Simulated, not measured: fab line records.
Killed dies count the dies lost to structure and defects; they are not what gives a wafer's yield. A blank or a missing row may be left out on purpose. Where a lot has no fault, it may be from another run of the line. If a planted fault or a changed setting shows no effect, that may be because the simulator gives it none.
Which tool did it? ; flow n5-finfet ; 10 lots, 30 wafers sampled, at 5 steps of a route of 1938

WHAT THE GAUGES SHOWED, per wafer
N5_ILD0_THK_MEAS_13. Usual: thk-nm reads 18.0 nm (standard deviation 1.2).
lot;measured;on;thk-nm (nm);flag
L515;day 3 17:38;film-metro-02;19.0 18.1 18.9;
L524;day 6 00:50;film-metro-01;17.4 17.0 17.9;
L526;day 6 12:38;film-metro-02;18.1 17.8 18.2;
L527;day 6 17:20;film-metro-01;18.1 18.7 17.0;
L529;day 7 05:26;film-metro-02;17.9 17.6 17.5;
L531;day 7 16:42;film-metro-01;17.8 18.1 16.1;
L532;day 8 02:46;film-metro-02;18.9 19.5 19.2;
L533;day 8 04:08;film-metro-02;19.5 19.9 19.4;
L535;day 8 22:02;film-metro-02;20.2 18.9 18.2;
L538;day 9 09:16;film-metro-01;18.2 16.5 17.2;

N5_ILD0_INSPECT_06: inspects for defects (darkfield). Usual: raw-defect-count reads 38 (standard deviation 18).
lot;measured;on;raw-defect-count;flag
L515;day 3 17:40;defect-inspect-02;22 27 16;
L524;day 6 00:51;defect-inspect-02;28 37 31;
L526;day 6 12:40;defect-inspect-01;22 43 24;
L527;day 6 17:22;defect-inspect-02;53 19 58;
L529;day 7 05:28;defect-inspect-02;29 19 23;
L531;day 7 16:44;defect-inspect-01;50 70 47;
L532;day 8 02:47;defect-inspect-01;42 37 31;
L533;day 8 04:10;defect-inspect-02;12 14 43;
L535;day 8 22:04;defect-inspect-02;43 38 40;
L538;day 9 09:17;defect-inspect-01;55 63 39;

N5_BEOL_M4_RC_MEAS_101. Usual: DIBL_N 36.8 mV/V, standard deviation 1.5; DIBL_P 37.1 mV/V, standard deviation 2.1; IOFF_N 0.168 nA/um, standard deviation 0.03; IOFF_P 0.22 nA/um, standard deviation 0.034; ION_N 679 uA/um, standard deviation 12; ION_P 466 uA/um, standard deviation 8; SS_N 71.7 mV/dec, standard deviation 0.58; SS_P 73.5 mV/dec, standard deviation 0.67; VT_N 248.8 mV, standard deviation 2.7; VT_P -250 mV, standard deviation 3.3.
lot;measured;on;DIBL_N (mV/V);DIBL_P (mV/V);IOFF_N (nA/um);IOFF_P (nA/um);ION_N (uA/um);ION_P (uA/um);SS_N (mV/dec);SS_P (mV/dec);VT_N (mV);VT_P (mV);flag
L515;day 7 12:11;prober-02;38.6 34.9 38.5;39.9 35.0 39.9;0.204 0.135 0.213;0.24 0.17 0.25;683 662 679;463 455 466;73.2 71.3 71.6;74.1 73.5 74.3;247.3 250.8 244.0;-249 -256 -247;
L524;day 9 17:22;prober-01;38.6 35.1 37.7;40.4 36.2 38.2;0.222 0.148 0.178;0.23 0.16 0.20;688 680 673;457 458 457;71.9 70.8 72.5;74.1 72.7 73.5;245.8 249.5 249.2;-253 -257 -254;
L526;day 10 21:23;prober-01;35.2 34.9 33.5;34.7 33.7 31.6;0.149 0.131 0.115;0.19 0.18 0.15;680 663 658;466 459 449;71.2 71.7 71.1;73.7 73.0 72.5;248.8 252.6 254.1;-253 -254 -255;
L527;day 11 00:38;prober-02;37.1 36.8 37.4;39.3 40.2 40.5;0.176 0.175 0.181;0.24 0.27 0.27;677 670 674;463 463 466;72.4 72.5 72.5;73.6 74.6 74.3;250.6 249.6 247.8;-246 -246 -246;
L529;day 11 06:49;prober-02;41.2 36.5 35.5;40.8 34.4 32.9;0.240 0.138 0.124;0.32 0.21 0.18;677 662 657;468 464 455;72.2 71.1 71.1;76.2 73.5 72.4;245.5 253.0 253.3;-248 -251 -249;
L531;day 11 22:59;prober-01;37.2 38.1 35.6;37.4 38.0 35.5;0.178 0.182 0.146;0.23 0.25 0.20;690 689 683;467 470 468;71.8 71.6 70.7;72.4 73.9 72.7;245.2 247.6 251.3;-249 -247 -249;
L532;day 12 05:23;prober-01;35.7 33.8 37.9;36.8 33.9 39.5;0.139 0.118 0.169;0.22 0.17 0.27;681 674 676;472 468 471;71.1 70.9 71.7;73.4 72.4 73.9;252.4 253.6 244.6;-251 -252 -246;
L533;day 12 04:27;prober-01;38.4 37.9 37.8;38.2 37.6 38.1;0.189 0.169 0.193;0.24 0.24 0.25;696 677 708;480 464 484;72.0 71.6 72.4;73.4 73.5 74.2;246.2 245.0 243.7;-250 -249 -245;
L535;day 13 06:37;prober-02;38.9 36.8 38.6;37.8 35.5 36.7;0.177 0.135 0.174;0.19 0.17 0.18;678 675 683;460 459 462;72.3 70.8 72.4;73.9 73.3 73.7;247.2 254.0 249.3;-256 -256 -257;
L538;day 14 02:40;prober-01;37.7 38.0 35.4;38.6 37.2 34.7;0.167 0.171 0.135;0.25 0.22 0.18;676 680 667;467 469 455;71.3 71.0 71.3;73.1 72.6 72.9;249.5 249.2 252.4;-246 -248 -251;

EACH LOT AND THE TOOL THAT RAN IT (in order: tool; ch and the chambers of the sampled wafers; start)
lot;N5_ILD0_ALD_15;N5_SDB_STRIP_22
L515;ald-sin-03 ch 0,1,2, day 3 14:57;plasma-asher-02 ch 1, day 3 18:37
L524;ald-sin-04 ch 1,2,3, day 5 22:20;plasma-asher-02 ch 0,1, day 6 01:46
L526;ald-sin-02 ch 0,1,3, day 6 10:09;plasma-asher-02 ch 0,1, day 6 13:34
L527;ald-sin-02 ch 0,1, day 6 14:50;plasma-asher-02 ch 0,1, day 6 18:10
L529;ald-sin-03 ch 0,2,3, day 7 02:56;plasma-asher-01 ch 0,1, day 7 06:23
L531;ald-sin-04 ch 1,2, day 7 14:13;plasma-asher-01 ch 0,1, day 7 17:38
L532;ald-sin-02 ch 0,2,3, day 8 00:07;plasma-asher-01 ch 0,1, day 8 03:33
L533;ald-sin-04 ch 2,3, day 8 01:39;plasma-asher-01 ch 0,1, day 8 05:10
L535;ald-sin-03 ch 0,2,3, day 8 19:32;plasma-asher-01 ch 0, day 8 22:57
L538;ald-sin-03 ch 0,1,2, day 9 06:46;plasma-asher-01 ch 0,1, day 9 10:50
- N5_ILD0_ALD_15: deposits SiNx, target thk 24 nm, pulse time 1 s, ald cycles 480.
- N5_SDB_STRIP_22: strips in N2/H2.

AS READ BY THE TOOLS THEMSELVES (means over the sampled wafers that have a number; for cases with no such wafer, the mark the record gives instead)
N5_ILD0_ALD_15. Usual: chamber-pressure-Torr 2.000 Torr, standard deviation 0.0045; heater-power-w 836 W, standard deviation 120; precursor-pulse-height-rel 1.000, standard deviation 0.021.
lot;tool;chamber-pressure-Torr (Torr);heater-power-w (W);precursor-pulse-height-rel;flag
L515;ald-sin-03;1.999;960;1.004;
L524;ald-sin-04;1.997;713;1.016;
L526;ald-sin-02;1.997;866;1.001;
L527;ald-sin-02;2.001;850;0.996;
L529;ald-sin-03;1.998;846;1.002;
L531;ald-sin-04;1.998;711;1.001;
L532;ald-sin-02;2.002;863;0.995;
L533;ald-sin-04;2.003;764;0.983;
L535;ald-sin-03;2.006;854;0.987;
L538;ald-sin-03;1.998;939;1.011;

N5_SDB_STRIP_22. Usual: drypump-motor-current-A 5.8 A, standard deviation 0.44; heater-power-w 354 W, standard deviation 27; oes-product-au 0.714 a.u., standard deviation 0.0046; strip-time-to-endpoint-s 96.2 s, standard deviation 0.41.
lot;tool;drypump-motor-current-A (A);heater-power-w (W);oes-product-au (a.u.);strip-time-to-endpoint-s (s);flag
L515;plasma-asher-02;5.9;317;0.716;96.4;
L524;plasma-asher-02;5.8;362;0.691;100.1;OFF
L526;plasma-asher-02;5.9;361;0.698;99.5;OFF
L527;plasma-asher-02;5.9;363;0.693;99.6;OFF
L529;plasma-asher-01;5.4;356;0.712;95.8;
L531;plasma-asher-01;5.9;354;0.715;96.9;
L532;plasma-asher-01;5.9;359;0.715;96.7;
L533;plasma-asher-01;5.9;357;0.710;96.2;
L535;plasma-asher-01;5.0;361;0.716;95.5;
L538;plasma-asher-01;5.9;364;0.715;96.2;

THE ANSWER, worked out from the rows above alone
Rule: a lot is off if the mean of its wafers that have a number lies more than 3 standard deviations from the usual mean. A lot without any number at a reading at which 4 lots or more have one is off too. Any other lot the step has rows for is counted as sound. Order of review: gauges by route order, followed by the tools' own readings, for which a lot's mean as printed above is used. At the first step where some lot is off, the reading lying furthest off is the one used; lots without a number count as furthest.
Off at N5_SDB_STRIP_22 (strip-time-to-endpoint-s): L524, L526, L527.
If a tool, at that step or one of the process steps before it, ran each lot that is off and ran no sound lot following the first of them, it fits. One fits: N5_SDB_STRIP_22 on plasma-asher-02. A fault onset in the window from L515 (day 3 18:37, its last sound lot) to L524 (day 6 01:46, its first lot off) fits.
The tool's own readings at N5_SDB_STRIP_22 bear it out: on the lots that are off they differ by more than 5 times the standard deviation of the sound lots' means. oes-product-au reads 0.694 a.u. there against 0.714 a.u. on the sound lots; strip-time-to-endpoint-s reads 99.7 s there against 96.2 s on the sound lots.

WHAT HAD BEEN PUT IN BY THE SIMULATOR
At N5_SDB_STRIP_22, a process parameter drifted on plasma-asher-02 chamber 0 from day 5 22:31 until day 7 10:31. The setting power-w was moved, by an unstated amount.
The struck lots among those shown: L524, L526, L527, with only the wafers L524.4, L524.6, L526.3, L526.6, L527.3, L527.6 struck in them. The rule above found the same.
